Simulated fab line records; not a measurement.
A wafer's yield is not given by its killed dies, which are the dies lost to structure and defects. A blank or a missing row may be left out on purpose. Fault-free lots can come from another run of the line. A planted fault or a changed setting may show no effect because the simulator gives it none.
Which tool was responsible?	flow n5 finfet	Sampling: 10 lots, 28 wafers, 2 of 1938 route steps

## WHAT EACH GAUGE READ, for each wafer
N5_FIN_SAQP_OVL_MEAS_17.
lot	measured	on	FIN_CORE_OVL (nm)
L389	day 3 15:58	overlay-02	-0.2 -0.1 -1.8
L391	day 4 04:57	overlay-02	-1.8 -0.5 -1.0
L392	day 4 09:51	overlay-01	-1.1 -0.8 -0.8
L395	day 5 07:13	overlay-02	-0.5 -0.4
L398	day 5 23:32	overlay-01	1.1 0.7
L399	day 6 03:44	overlay-02	-0.4 -0.3 -1.0
L402	day 6 22:10	overlay-01	-0.2 -0.9 1.2
L403	day 7 05:31	overlay-02	-1.1 -1.2 -1.1
L404	day 7 09:19	overlay-01	-0.7 -0.9 -0.6
L405	day 7 19:13	overlay-01	-1.1 0.2 -0.6

## WHICH TOOL RAN EACH LOT (tool, then ch and the chambers of the sampled wafers, then the start)
lot	N5_FIN_SAQP_PECVD_48
L389	pecvd-01 ch 0,1,2, day 3 15:27
L391	pecvd-01 ch 0,2, day 4 04:15
L392	pecvd-01 ch 0,1,2, day 4 09:19
L395	pecvd-01 ch 1,2, day 5 06:28
L398	pecvd-01 ch 0,2, day 5 22:52
L399	pecvd-03 ch 0,2, day 6 03:04
L402	pecvd-03 ch 1,2, day 6 21:31
L403	pecvd-03 ch 0,2, day 7 04:59
L404	pecvd-02 ch 0,1, day 7 08:40
L405	pecvd-02 ch 0,1,2, day 7 18:34
- N5_FIN_SAQP_PECVD_48: deposits SiNx from SiH4/NH3/N2, target thk 25 nm, time 22.1 s.

## AS READ BY THE TOOLS THEMSELVES (means over the sampled wafers that have a number; for cases with no such wafer, the mark the record gives instead)
N5_FIN_SAQP_PECVD_48.
lot	tool	chamber pressure Torr (Torr)	heater power w (W)	showerhead plenum p Torr (Torr)	showerhead vpp V (V)	throttle valve pct (%)
L389	pecvd-01	1.497	810	5.13	1031	40.0
L391	pecvd-01	1.501	693	5.17	1004	38.9
L392	pecvd-01	1.501	765	5.13	1029	39.9
L395	pecvd-01	1.500	802	5.14	1037	39.8
L398	pecvd-01	1.498	723	5.15	1019	39.3
L399	pecvd-03	1.500	767	5.21	1012	38.6
L402	pecvd-03	1.502	897	5.13	998	39.1
L403	pecvd-03	1.500	741	5.21	1002	38.5
L404	pecvd-02	1.497	698	5.18	1022	40.7
L405	pecvd-02	1.501	766	5.18	1036	38.7

## THE ANSWER, worked out from the rows above alone
Rule: the lots themselves supply what counts as usual. The widest of any qualifying gaps counts: lots, ordered by their means at a reading, are off when they make up no more than a third of the lots, leave a main group of 4 or more, and stand apart from it by 3 or more times the standard deviation of that group's means. A main group whose means are all the same, to the digits that the tables above print for the reading, isn't used. A lot without any number at a reading at which 4 lots or more have one is off too. The other lots that the step has rows for count as sound. After the gauges, taken in route order, come the tools' own readings; for these a lot's mean is taken, as printed above. At the first step where some lot is off, the reading lying furthest off is the one used; lots without a number count as furthest.
Nothing can be told from this: no lot is off at any reading shown.

## WHAT THE SIMULATOR PUT IN
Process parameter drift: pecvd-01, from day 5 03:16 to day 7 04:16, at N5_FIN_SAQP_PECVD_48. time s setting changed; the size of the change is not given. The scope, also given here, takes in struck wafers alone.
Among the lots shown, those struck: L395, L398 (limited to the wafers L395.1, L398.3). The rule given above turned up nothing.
